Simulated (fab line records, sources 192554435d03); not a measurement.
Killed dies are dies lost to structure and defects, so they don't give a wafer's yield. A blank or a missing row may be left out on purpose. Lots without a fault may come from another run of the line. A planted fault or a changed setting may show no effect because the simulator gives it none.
Split-lot experiment | flow n5_finfet | 7 lots, 21 wafers read, on a route of 1938 steps

THE SPLIT
At N5_PMOS_HMC_CHANNEL_EPI_PEB_07 (peb time 60 s), the setting peb_temp_c was moved away from the recipe's 110 C on 6 of the 21 wafers read, by -2.4% to +2.4%. The other wafers ran this setting at the recipe's value.

FROM THE SPLIT TO THE READING: what the file shows between them, 1 step
- N5_PMOS_HMC_CHANNEL_EPI_DEVELOP_08: develop time 30 s (also split here: develop_time_s)

THE READING
cd_nm, in nm, at N5_PMOS_HMC_CHANNEL_EPI_CD_MEAS_09 (target cd 237.4 nm). Fault-free wafers of this fab line usually give 236.6 nm, standard deviation 1.2 nm.

wafer  | tool, chamber at the split | peb_temp_c as run, C | against the recipe | cd_nm, nm | against lot-mates on the recipe
L074.1 | litho_track-04, 0          | 110                  | recipe             | 236.4     | -
L074.2 | litho_track-04, 0          | 110                  | recipe             | 235.9     | -
L074.5 | litho_track-04, 0          | 110                  | recipe             | 235.0     | -
L078.1 | litho_track-03, 0          | 110                  | recipe             | 237.8     | -
L078.3 | litho_track-03, 0          | 108.7                | -1.2%              | 232.6     | -4.4
L078.6 | litho_track-03, 0          | 110                  | recipe             | 236.2     | -
L080.1 | litho_track-03, 0          | 110                  | recipe             | 236.8     | -
L080.4 | litho_track-03, 0          | 110                  | recipe             | 234.3     | -
L080.5 | litho_track-03, 0          | 110                  | recipe             | 236.7     | -
L083.3 | litho_track-04, 0          | 110                  | recipe             | 236.4     | -
L083.5 | litho_track-04, 0          | 110                  | recipe             | 236.3     | -
L083.6 | litho_track-04, 0          | 110                  | recipe             | 235.6     | -
L085.1 | litho_track-03, 0          | 112.6                | +2.4%              | 243.4     | no lot-mate on the recipe
L085.5 | litho_track-03, 0          | 112.6                | +2.4%              | 244.0     | no lot-mate on the recipe
L085.6 | litho_track-03, 0          | 112.6                | +2.4%              | 244.0     | no lot-mate on the recipe
L088.2 | litho_track-01, 0          | 110                  | recipe             | 238.0     | -
L088.5 | litho_track-01, 0          | 110                  | recipe             | 234.2     | -
L088.6 | litho_track-01, 0          | 112.5                | +2.3%              | 242.4     | +6.3
L097.1 | litho_track-03, 0          | 110                  | recipe             | 235.3     | -
L097.2 | litho_track-03, 0          | 110                  | recipe             | 234.7     | -
L097.6 | litho_track-03, 0          | 107.4                | -2.4%              | 225.8     | -9.2

THE FIT
A straight line over all 21 wafers: cd_nm changes by +3.43 nm for each +1% of peb_temp_c; r = +0.96; the points scatter about the line by 1.1 nm.
The same after taking each lot's own level away (the mean of its wafers on the recipe; 18 wafers): +3.38 nm for each +1%; r = +0.94; scatter 1 nm.
On that fit, the largest move of peb_temp_c shifts the reading by 8 nm.
The lots' own levels span 235.00 to 237.00 nm, that is 1.7 times the standard deviation above.
So the lot-to-lot level changes the slope little: the two slopes agree.
Check: with one of the wafers moved furthest among these (-2.4%) left out of the fit, the line predicts -7.14 nm for it against its lot-mates. It came out at -9.2 nm against them.

OTHER SPLITS ON THESE WAFERS
These wafers also went through other splits before the reading. Each is held against what the fit with the lots' levels taken away leaves over:
other split on the same wafers                    | wafers away from the commonest value | r with cd_nm (lot level and that fit taken away)
N5_PMOS_HMC_CHANNEL_EPI_DEVELOP_08 develop_time_s | 7                                    | +0.61

THE WHOLE CHAIN: every reading that the file lists as answering this split, in the file's order
step                               | what it does                                                           | reading                                                                     | change (the file's fit)              | r (the file's)
N5_PMOS_HMC_CHANNEL_EPI_CD_MEAS_09 | target cd 237.4 nm                                                     | cd_nm                                                                       | +3.38 nm for each +1% of the setting | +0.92
N5_PMOS_HMC_CHANNEL_EPI_DESCUM_14  | chemistry O2, time 7.9 s                                               | PMOS_HMC_CHANNEL_EPI.cd_nm (the simulator's own value, which no gauge read) | +3.41 nm for each +1% of the setting | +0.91
N5_PMOS_HMC_CHANNEL_EPI_ETCH_32    | etches BARC in N2/H2, stops on SiO2, target depth 85.8 nm, time 50.3 s | PMOS_HMC_CHANNEL_EPI.cd_nm (the simulator's own value, which no gauge read) | +3.7 nm for each +1% of the setting  | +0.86

THE FILE'S OWN FIT
cd_nm changes by +3.38 nm for each +1% of peb_temp_c, r = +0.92.
